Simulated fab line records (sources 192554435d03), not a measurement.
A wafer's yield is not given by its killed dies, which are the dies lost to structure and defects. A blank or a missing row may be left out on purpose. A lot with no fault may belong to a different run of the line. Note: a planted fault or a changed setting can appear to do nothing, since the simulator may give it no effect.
fab line records	flow n5-finfet
record lots=6	wafers=18	last-day=15
route steps=1938 shown BEOL_M4@1069 PASSIVATION@1936
lots that met no fault: from a run of the same line without faults
start-h: the number of hours between the record's first day and the start of the first shown wafer of the lot	wait-h: how many hours have passed since the lot's step before this one	" repeats the value in the row above	L1.1+2: a row that stands for several wafers	- either no value or no given start	* or withheld: withheld	< > ~ a bound
route shown NAME@n: a module of which the file shows steps, and the number in the route of the first	usual: average and standard deviation across the fault-free wafers	same: alike in all rows	chamber/n: place in a boat	sites: each site's reading	_std_site: their standard deviation	_edge_site: outer sites' mean less inner sites'	radius-mm: how far each site lies from the wafer's centre	mask NAME#n: copy n	behind: tool/chamber where the wafer was last shaped	hold: reason for holding the lot/hours on hold/outcome of the hold	device: transistor that didn't switch, given as n, p or np	end of line: the same wafers' tests at the end of the route	where a step has no rows: the recipe by itself	killed: dies lost to structure and defects at the first sort, not the wafer's yield	map: a wafer's dies, x killed, . not, _ none there
set.NAME: setting as actually run; set.NAME@STEP: the setting as run at that earlier step	model.NAME: the simulator's own value behind a step, which no gauge read
lots at selected steps of the route; one table per step, one row per wafer
services: a tool's chamber out of use, with start hour (start-h, from the record's first day; less than 0 if before it), hours out, and reason
## steps
# step N5_BEOL_M4_STRIP_36
# recipe chemistry=N2/H2	power-w=450	temp-c=40	pressure-mtorr=20	rf-frequency-hz=6e+07	overash-fraction=0.3	bias-power-w=7	h2-frac=0.5	n2-flow-sccm=200	h2-flow-sccm=200
# step N5_BEOL_M4_TRENCH_ETCH_37
# recipe chemistry=C4F6/O2	target-depth-a=555.55	target=SiOC	time-s=29.2	ion-energy-ev=250	pressure-mtorr=30	source-w=355	bias-w=185	Ar_flow_sccm=300	C4F6_flow_sccm=10	O2_flow_sccm=10
# step N5_BEOL_M4_ETCH_41
# recipe chemistry=CH3F/O2	target=SiCN	target-depth-a=299	taper-deg=2	time-s=52.5	ion-energy-ev=120	mask-material=TiN	pressure-mtorr=30	source-w=395	bias-w=75	Ar_flow_sccm=150	CH3F_flow_sccm=30	O2_flow_sccm=20
# step N5_BEOL_M4_STRIP_97
# recipe chemistry=N2/H2	time-s=10	power-w=450	temp-c=40	pressure-mtorr=20	rf-frequency-hz=6e+07	bias-power-w=7	n2-flow-sccm=200	h2-flow-sccm=200
# step N5_BEOL_M4_OCD_MEAS_38
# usual trench-depth-nm=56.2/1.1
lot.wafer	tool	chamber	start-h	wait-h	trench-depth-nm
L978.2	ocd-02	-	164.94	-	56.0
L978.4	"	-	"	"	57.3
L978.6	"	-	"	"	55.8
L976.1	ocd-02	-	173.47	-	55.4
L976.4	"	-	"	"	54.9
L976.6	"	-	"	"	56.0
L980.2	ocd-01	-	196.27	-	55.1
L980.4	"	-	"	"	54.9
L980.5	"	-	"	"	55.7
L988.2	ocd-02	-	232.39	-	57.2
L988.5	"	-	"	"	58.2
L988.6	"	-	"	"	57.5
L990.2	ocd-02	-	250.09	-	54.6
L990.4	"	-	"	"	57.0
L990.6	"	-	"	"	56.8
L992.3	ocd-02	-	250.72	-	56.8
L992.4	"	-	"	"	54.8
L992.6	"	-	"	"	55.9
# step N5_BEOL_M4_HM_STRIP_39
# recipe chemistry=peroxide-tin-strip	material=TiN	target-depth-a=250	temp-c=50	time-s=158
# step N5_BEOL_M4_SRD_40
# recipe time-s=30	temp-c=23	rinse-liquid=diw	dry=ipa-marangoni
# step N5_BEOL_M4_PRECLEAN_42
# recipe chemistry=residue-remover	time-s=60	temp-c=40
# step N5_BEOL_M4_SRD_43
# recipe time-s=30	temp-c=23	rinse-liquid=diw	dry=ipa-marangoni
# step N5_BEOL_M4_CD_MEAS_35
# recipe target-cd-nm=18	target-cd-y-nm=22.4	polarity=opening
# usual cd-nm=17.8/0.49
lot.wafer	tool	chamber	start-h	wait-h	cd-nm
L978.2	cd-sem-01	-	165.09	0.0	17.2
L978.4	"	-	"	"	18.1
L978.6	"	-	"	"	17.5
L976.1	cd-sem-02	-	173.62	0.0	18.0
L976.4	"	-	"	"	17.5
L976.6	"	-	"	"	18.4
L980.2	cd-sem-02	-	196.42	0.0	17.1
L980.4	"	-	"	"	17.5
L980.5	"	-	"	"	17.2
L988.2	cd-sem-03	-	232.54	0.0	17.5
L988.5	"	-	"	"	17.5
L988.6	"	-	"	"	16.9
L990.2	cd-sem-01	-	250.24	0.0	18.2
L990.4	"	-	"	"	18.4
L990.6	"	-	"	"	18.3
L992.3	cd-sem-01	-	250.87	0.0	17.7
L992.4	"	-	"	"	17.4
L992.6	"	-	"	"	18.2
# step N5_BEOL_M4_DEGAS_44
# recipe ambient=vacuum	temp-c=250	time-s=60
# step N5_BEOL_M4_PRE_CLEAN_45
# recipe gas=H2/He	time-s=30	temp-c=250
# step N5_BEOL_M4_ALD_84
# recipe material=TaN	target-thk-a=*	temp-c=275	ald-precursor-family=PDMAT	ald-co-reactant=NH3	pressure-torr=3	carrier-flow-sccm=1500	pulse-time-s=2	purge-time-s=3	co-reactant-purge-time-s=2	co-reactant-pulse-time-s=3	ald-cycles=30	precursor-vessel-temp-c=75	precursor-vessel-pressure-torr=26.25	precursor-vessel-carrier-sccm=1000
# usual heater-power-outer-w=224/30	heater-power-w=407/44	precursor-vessel-pressure-torr=26.25/0.054
# same pulse-time-s=2
lot.wafer	tool	chamber	start-h	wait-h	heater-power-outer-w	heater-power-w	precursor-vessel-pressure-torr
L978.2	ald-metal-03	1	165.70	0.0	299	500	26.23
L978.4	"	0	"	"	220	404	26.21
L978.6	"	3	"	"	260	440	26.22
L976.1	ald-metal-01	2	173.92	0.0	200	361	26.26
L976.4	"	1	"	"	199	383	26.23
L976.6	"	0	"	"	222	397	26.21
L980.2	ald-metal-04	0	196.84	0.0	228	414	26.18
L980.4	"	3	"	"	231	445	26.24
L980.5	"	0	"	"	228	417	26.22
L988.2	ald-metal-04	1	234.40	0.0	236	427	26.24
L988.5	"	1	"	"	224	413	26.25
L988.6	"	2	"	"	214	391	26.24
L990.2	ald-metal-03	1	250.50	0.1	299	501	26.14
L990.4	"	3	"	"	250	451	26.30
L990.6	"	1	"	"	302	490	26.31
L992.3	ald-metal-03	0	251.66	0.0	222	411	26.29
L992.4	"	3	"	"	252	441	26.32
L992.6	"	3	"	"	256	448	26.25
# step N5_BEOL_M4_SURFACE_TREAT_85
# recipe gas=Ar	time-s=*	ion-energy-ev=*	ion-current-ma-cm2=0.5	pressure-mtorr=*	ar-flow-sccm=30
# step N5_BEOL_M4_CVD_47
# recipe material=Co	target-thk-a=30	temp-c=withheld	precursor=CCTBA/H2	pressure-torr=30	time-s=223.8
# step N5_BEOL_M4_SPUTTER_48
# recipe material=Cu	target-thk-a=45	temp-c=-20	chamber-pressure-pa=0.07	power-w=withheld	time-s=8.29
# usual throttle-valve-pct=30.6/1.3
lot.wafer	tool	chamber	start-h	wait-h	throttle-valve-pct
L978.2	pvd-sputter-03	-	166.21	0.1	30.9
L978.4	"	-	"	"	31.0
L978.6	"	-	"	"	30.9
L976.1	pvd-sputter-02	-	174.37	0.1	31.0
L976.4	"	-	"	"	31.7
L976.6	"	-	"	"	30.8
L980.2	pvd-sputter-01	-	197.32	0.1	30.0
L980.4	"	-	"	"	28.2
L980.5	"	-	"	"	30.7
L988.2	pvd-sputter-02	-	235.07	0.2	32.6
L988.5	"	-	"	"	31.1
L988.6	"	-	"	"	31.2
L990.2	pvd-sputter-03	-	251.18	0.1	30.9
L990.4	"	-	"	"	31.0
L990.6	"	-	"	"	31.4
L992.3	pvd-sputter-02	-	252.36	0.2	30.9
L992.4	"	-	"	"	32.9
L992.6	"	-	"	"	32.7
# step N5_BEOL_M4_ANNEAL_49
# recipe temp-c=400	time-s=240	ambient=vacuum
# usual heater-power-w=856/130
lot.wafer	tool	chamber	start-h	wait-h	heater-power-w
L978.2	pvd-sputter-03	-	166.29	0.0	1051
L978.4	"	-	"	"	872
L978.6	"	-	"	"	1083
L976.1	pvd-sputter-02	-	174.45	0.0	966
L976.4	"	-	"	"	602
L976.6	"	-	"	"	970
L980.2	pvd-sputter-01	-	197.40	0.0	908
L980.4	"	-	"	"	820
L980.5	"	-	"	"	834
L988.2	pvd-sputter-02	-	235.15	0.0	797
L988.5	"	-	"	"	1020
L988.6	"	-	"	"	958
L990.2	pvd-sputter-03	-	251.26	0.0	676
L990.4	"	-	"	"	1064
L990.6	"	-	"	"	881
L992.3	pvd-sputter-02	-	252.44	0.0	1042
L992.4	"	-	"	"	788
L992.6	"	-	"	"	823
# step N5_BEOL_M4_SPUTTER_79
# recipe material=Cu	target-thk-a=45	temp-c=-20	chamber-pressure-pa=0.07	power-w=withheld	time-s=8.29
# step N5_BEOL_M4_ANNEAL_80
# recipe temp-c=400	time-s=240	ambient=vacuum
# step N5_BEOL_M4_SPUTTER_81
# recipe material=Cu	target-thk-a=45	temp-c=-20	chamber-pressure-pa=0.07	power-w=withheld	time-s=8.29
# step N5_BEOL_M4_ANNEAL_82
# recipe temp-c=400	time-s=240	ambient=vacuum
# step N5_BEOL_M4_SPUTTER_86
# recipe material=Cu	target-thk-a=45	temp-c=-20	chamber-pressure-pa=0.07	power-w=withheld	time-s=8.29
# step N5_BEOL_M4_ANNEAL_87
# recipe temp-c=400	time-s=240	ambient=vacuum
# step N5_BEOL_M4_SPUTTER_88
# recipe material=Cu	target-thk-a=45	temp-c=-20	chamber-pressure-pa=0.07	power-w=withheld	time-s=8.29
# step N5_BEOL_M4_ANNEAL_89
# recipe temp-c=400	time-s=240	ambient=vacuum
# usual heater-power-w=859/130
lot.wafer	tool	chamber	start-h	wait-h	heater-power-w
L978.2	pvd-sputter-03	-	167.17	0.0	1092
L978.4	"	-	"	"	890
L978.6	"	-	"	"	1101
L976.1	pvd-sputter-02	-	175.33	0.0	940
L976.4	"	-	"	"	593
L976.6	"	-	"	"	960
L980.2	pvd-sputter-01	-	198.28	0.0	935
L980.4	"	-	"	"	800
L980.5	"	-	"	"	828
L988.2	pvd-sputter-02	-	236.03	0.0	785
L988.5	"	-	"	"	1030
L988.6	"	-	"	"	973
L990.2	pvd-sputter-03	-	252.14	0.0	683
L990.4	"	-	"	"	1067
L990.6	"	-	"	"	892
L992.3	pvd-sputter-02	-	253.32	0.0	1068
L992.4	"	-	"	"	801
L992.6	"	-	"	"	797
# step N5_BEOL_M4_SPUTTER_90
# recipe material=Cu	target-thk-a=45	temp-c=-20	chamber-pressure-pa=0.07	power-w=withheld	time-s=8.29
# step N5_BEOL_M4_ANNEAL_91
# recipe temp-c=400	time-s=240	ambient=vacuum
# step N5_BEOL_M4_SPUTTER_92
# recipe material=Cu	target-thk-a=45	temp-c=-20	chamber-pressure-pa=0.07	power-w=withheld	time-s=8.29
# usual throttle-valve-pct=30.6/1.3
lot.wafer	tool	chamber	start-h	wait-h	throttle-valve-pct
L978.2	pvd-sputter-03	-	167.53	0.1	30.9
L978.4	"	-	"	"	31.3
L978.6	"	-	"	"	30.8
L976.1	pvd-sputter-02	-	175.69	0.1	30.8
L976.4	"	-	"	"	31.8
L976.6	"	-	"	"	30.9
L980.2	pvd-sputter-01	-	198.64	0.1	30.5
L980.4	"	-	"	"	28.1
L980.5	"	-	"	"	30.4
L988.2	pvd-sputter-02	-	236.39	0.1	32.6
L988.5	"	-	"	"	30.7
L988.6	"	-	"	"	30.9
L990.2	pvd-sputter-03	-	252.50	0.1	30.7
L990.4	"	-	"	"	31.0
L990.6	"	-	"	"	31.2
L992.3	pvd-sputter-02	-	253.68	0.1	30.5
L992.4	"	-	"	"	32.9
L992.6	"	-	"	"	32.6
# step N5_BEOL_M4_ANNEAL_93
# recipe temp-c=400	time-s=240	ambient=vacuum
# step N5_BEOL_M4_SPUTTER_94
# recipe material=Cu	target-thk-a=45	temp-c=-20	chamber-pressure-pa=0.07	power-w=withheld	time-s=8.29
# step N5_BEOL_M4_ANNEAL_95
# recipe temp-c=400	time-s=240	ambient=vacuum
# step N5_BEOL_M4_SPUTTER_96
# recipe material=Cu	target-thk-a=45	temp-c=-20	chamber-pressure-pa=0.07	power-w=withheld	time-s=8.29
# step N5_BEOL_M4_ECD_50
# recipe material=Cu	target-thk-a=3000
# step N5_BEOL_M4_ANNEAL_51
# recipe temp-c=225	time-s=90	ambient=N2
# step N5_BEOL_M4_CMP_52
# recipe stop-on=SiOC	t-overpolish-s=6.8	down-force-psi=1	platen-rpm=50	clearing-platen-down-force-psi=1.5	clearing-platen-rpm=50	post-cmp-clean=cu-alkaline	target-thk-nm=40	clearing-platen-pad-velocity-m-s=0.99484	pad-velocity-m-s=0.99484
# step N5_BEOL_M4_THK_MEAS_53
# recipe thk-meas-gauge=xrf	reads=Cu_of_BEOL_M4_ECD_50
# usual M4_THK=40.8/2
lot.wafer	tool	chamber	start-h	wait-h	M4_THK[nm]
L978.2	film-metro-02	-	168.76	-	40.2
L978.4	"	-	"	"	40.1
L978.6	"	-	"	"	41.3
L976.1	film-metro-02	-	176.92	-	41.5
L976.4	"	-	"	"	37.9
L976.6	"	-	"	"	41.1
L980.2	film-metro-01	-	199.87	-	38.0
L980.4	"	-	"	"	40.5
L980.5	"	-	"	"	41.8
L988.2	film-metro-01	-	237.72	-	41.7
L988.5	"	-	"	"	42.4
L988.6	"	-	"	"	40.6
L990.2	film-metro-01	-	253.73	-	39.5
L990.4	"	-	"	"	44.7
L990.6	"	-	"	"	40.4
L992.3	film-metro-01	-	254.91	-	41.0
L992.4	"	-	"	"	40.4
L992.6	"	-	"	"	38.1
# step N5_BEOL_M4_PRE_CLEAN_60
# recipe gas=NH3/H2	time-s=15	temp-c=*	rf-power-w=300
# step N5_BEOL_M4_CO_CAP_55
# recipe material=Co	target-thk-a=20	temp-c=200	precursor=CCTBA/H2	pressure-torr=30	time-s=102.1
# usual heater-power-outer-w=136/8.6	heater-power-w=257/22
lot.wafer	tool	chamber	start-h	wait-h	heater-power-outer-w	heater-power-w
L978.2	cvd-co-02	1	168.84	0.0	134	265
L978.4	"	1	"	"	133	266
L978.6	"	0	"	"	116	234
L976.1	cvd-co-01	2	177.00	0.0	137	260
L976.4	"	2	"	"	133	255
L976.6	"	0	"	"	141	301
L980.2	cvd-co-02	0	199.96	0.0	119	235
L980.4	"	0	"	"	123	237
L980.5	"	2	"	"	143	257
L988.2	cvd-co-02	1	237.80	0.0	130	271
L988.5	"	2	"	"	149	258
L988.6	"	1	"	"	131	262
L990.2	cvd-co-02	0	253.81	0.0	120	234
L990.4	"	2	"	"	141	255
L990.6	"	1	"	"	132	266
L992.3	cvd-co-02	0	254.99	0.0	122	229
L992.4	"	2	"	"	148	257
L992.6	"	0	"	"	121	237
# step N5_BEOL_M4_PRE_CLEAN_56
# recipe gas=NH3	time-s=15	temp-c=withheld	rf-power-w=300
# step N5_BEOL_M4_DEP_57
# recipe material=SiCN	target-thk-a=80	temp-c=withheld	precursor=3MS/NH3	pressure-torr=3	rf-w=202	time-s=14
# step N5_BEOL_M4_RS_MEAS_58
# recipe thk-meas-gauge=four-point-probe	reads=Co_of_BEOL_M4_CO_CAP_55+Cu_of_BEOL_M4_ECD_50+Co_of_BEOL_M4_CVD_47+TaN_of_BEOL_M4_ALD_84
# usual M4_RS=0.66/0.039
lot.wafer	tool	chamber	start-h	wait-h	M4_RS[ohm/sq]
L978.2	film-metro-02	-	169.02	0.1	0.66
L978.4	"	-	"	"	0.67
L978.6	"	-	"	"	0.64
L976.1	film-metro-01	-	177.18	0.0	0.64
L976.4	"	-	"	"	0.72
L976.6	"	-	"	"	0.64
L980.2	film-metro-02	-	200.15	0.1	0.72
L980.4	"	-	"	"	0.66
L980.5	"	-	"	"	0.63
L988.2	film-metro-01	-	237.98	0.1	0.64
L988.5	"	-	"	"	0.62
L988.6	"	-	"	"	0.66
L990.2	film-metro-02	-	253.99	0.1	0.69
L990.4	"	-	"	"	0.59
L990.6	"	-	"	"	0.67
L992.3	film-metro-01	-	255.17	0.1	0.65
L992.4	"	-	"	"	0.66
L992.6	"	-	"	"	0.71
# step N5_PASSIVATION_PROBE_49
# usual defect-limited-yield=91.4/1.5	killed_at_M0_to_M3=36/11	killed_at_M4_up=14/6	killed-at-contacts=11/6	killed-at-front-end=37/11	killed-at-other=4/3.4	killed-dies=102/18	killed-open=66/13	killed-short=34/7.8	sort_bin_4_leakage=0.00/0.017	sort_bin_5_function=5.0/0.97	sort_bin_6_memory=3.2/0.7	sort-n-pass=1078/19	sort-yield-pct=91.3/1.6
# same gross-dies=1180	killed-at-back-side=0	sort_bin_8_speed[%]=0
lot.wafer	tool	chamber	start-h	wait-h	defect-limited-yield[%]	killed_at_M0_to_M3	killed_at_M4_up	killed-at-contacts	killed-at-front-end	killed-at-other	killed-dies	killed-open	killed-short	sort_bin_4_leakage[%]	sort_bin_5_function[%]	sort_bin_6_memory[%]	sort-n-pass	sort-yield-pct[%]
L980.2	prober-01	-	307.66	0.1	91.1	24	10	18	45	8	105	75	27	0	5.1	3.6	1075	91.1
L980.4	prober-01	-	307.76	0.2	89.7	30	14	14	55	9	122	89	30	0	6.4	3.5	1058	89.7
L980.5	prober-01	-	307.81	0.2	90.1	26	29	13	46	3	117	68	49	0	6.1	3.6	1063	90.1
L992.4	prober-02	-	359.06	0.8	80.3	38	115	19	49	12	233	75	50	0	11.6	6.4	947	80.3
L992.6	prober-02	-	359.16	0.9	82.7	35	117	15	28	9	204	72	29	0	10.6	4.6	976	82.7
L990.4	prober-02	-	359.36	0.6	83.5	36	126	11	22	0	195	61	28	0	9.4	5.5	985	83.5
# killed by level:class
L980.2 MOL_CONTACT_COAG:geometric-particle:open=13 FIN_SAQP:geometric-particle:open=11 STI_FIN_REVEAL:geometric-particle:open=11 BEOL_M2:geometric-particle:open=7 MOL_CONTACT_COAG:geometric-particle:short=4 BEOL_M0_SAQP:geometric-particle:short=4 BEOL_M3:geometric-particle:open=4 BEOL_M4:geometric-particle:open=4
L980.4 FIN_SAQP:geometric-particle:open=25 MOL_CONTACT_COAG:geometric-particle:open=12 BEOL_M3:geometric-particle:open=10 FIN_SAQP:geometric-particle:short=7 BEOL_M0_SAQP:geometric-particle:short=6 BEOL_M4:geometric-particle:open=6 BEOL_M2:geometric-particle:open=5 DUMMY_GATE:geometric-particle:open=4
L980.5 FIN_SAQP:geometric-particle:open=13 MOL_CONTACT_COAG:geometric-particle:open=11 BEOL_M4:geometric-particle:short=11 FIN_SAQP:geometric-particle:short=7 BEOL_M0_SAQP:geometric-particle:open=7 BEOL_M4:geometric-particle:open=6 DUMMY_GATE:geometric-particle:open=5 DUMMY_GATE:geometric-particle:short=4
L992.4 BEOL_M4:unspecified=108 FIN_SAQP:geometric-particle:short=16 MOL_CONTACT_COAG:geometric-particle:open=14 BEOL_M0_SAQP:geometric-particle:open=13 FIN_SAQP:geometric-particle:open=12 BEOL_M0_SAQP:geometric-particle:short=9 BEOL_M2:geometric-particle:open=7 PASS1_CAP:geometric-particle:open=6
L992.6 BEOL_M4:unspecified=103 MOL_CONTACT_COAG:geometric-particle:open=14 BEOL_M0_SAQP:geometric-particle:open=10 BEOL_M1:geometric-particle:open=7 BEOL_M0_SAQP:geometric-particle:short=7 FIN_SAQP:geometric-particle:open=6 STI_FIN_REVEAL:geometric-particle:open=6 BEOL_M4:geometric-particle:open=5
L990.4 BEOL_M4:unspecified=105 BEOL_M0_SAQP:geometric-particle:open=11 BEOL_M0_SAQP:geometric-particle:short=10 MOL_CONTACT_COAG:geometric-particle:open=9 BEOL_M4:geometric-particle:open=7 BEOL_M2:geometric-particle:open=6 FIN_SAQP:geometric-particle:short=4 DUMMY_GATE:geometric-particle:open=4
# map L990.4 (x killed, . not)
_________________.......x....________________
______________..x..........x...._____________
___________.............x..........__________
__________................x........._________
________.x......x..........x.........._______
_______..........x.....................______
______......x............xx.....x...x..._____
_____.x..................................____
____........x.x...............x.x...x.....___
___..........x.................x...x.......__
___...................x......x......x......__
__...x..............x.x..x.x..x............._
__..............x..x.xx.........x..........._
_..x..........x.x.xxxxxxxx..xx....x...x......
_..............xxxxxxxxxxx..xxx..........x...
_.......x.......xxxxxxxxxxx.......x....x.....
_.......x..x...xx.xxxxxxxxxxx.x..............
_..........x....xxxxxxxxxxxxxx..............x
_...............xxxxxxxxxxx..................
_...............xxxxxxxxxxxxx...............x
_..x......x......x.x.xxxxxxx...........x.....
__.................x..xxxxxx...x............_
__................x....xx...........x..x...._
___.....x....x.......x...x..x..............__
___..........x...............x...x...x.....__
____..x................x..........x.......___
_____.................x.................x____
______...x........x....................._____
_______x..x..x.....x.................x.______
________..x......................x.x.._______
__________.x..x.................x.x._________
___________.x....x.................__________
______________.....x............_____________
_________________......x.....________________
# map L992.4 (x killed, . not)
_________________.x....x..x..________________
______________.x.x.x......x....._____________
___________.......................x__________
__________.........x..........x....._________
________...x...............x..xx...x.._______
_______.x.x.x.................x.......x______
______.xxxx.....xx.x....x.x.........x..x_____
_____................................x...____
____.............x......x.x...x.x.........___
___.x.....x..x.............................__
___....x....x.......x................x.x...__
__...x.......x..........x.............x..x.._
__x................xxxxx...x..............x._
_..................xxxxxx.x....x.x...........
_x....x...........xxxxxxxxx.....x............
_...............x.xxxxxxxxxxxx.x.............
_.x.............x.xxxxxxxxxxxx...............
_...............xxxxxxxxxxxxxx...x.......x...
_........x.....x.xxxxxxxxxxx.x....x..x.x.x...
_....x.x......x.x.xxxxxxxxxxxxx.x..x..x.....x
_...............x..xxxxxxxxx....x.x..........
__....x......x...xx..xxxxxx...x.....x......._
__x......x..x.....x....xx.x............x...._
___.....x..............x...........x.......__
___.x............x.........x...x....x..x...__
____..x.x.xx...................xx........x___
_____....x.............xx..x.....x...x...____
______.................x........xxxxx..._____
_______.x.........x...............x....______
________.........x.....x....x........._______
__________......x...x...........x..._________
___________...........x............__________
______________.................._____________
_________________.......x....________________
## services
tool	chamber	start-h	hours	kind
pvd-sputter-01	-	151.78	1.0	repair
pvd-sputter-01	-	194.09	0.8	repair
ald-metal-04	0	204.36	3.7	repair
ald-metal-04	-	213.20	1.4	repair
ald-metal-04	1	218.46	9.2	repair
## key
first-sign step=N5_PASSIVATION_PROBE_49	reading=killed_at_M4_up	direction=up	sigmas=18	usual=14	struck=119
effect step=N5_PASSIVATION_PROBE_49	reading=defect-limited-yield	direction=down	sigmas=6.1	usual=91.4	struck=82.1
more-kills-born-at N5_BEOL_M4_ALD_84@ald-metal-03=316
met-at N5_BEOL_M4_ALD_84
struck-wafers L990.4,L992.4,L992.6
onset-between 165.70 250.50
fault kind=chamber-particle-source	tool=ald-metal-03	chamber=3	onset-h=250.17	steps=N5_BEOL_M4_ALD_84	rate-per-visit-cm2=0.49999	end-h=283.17
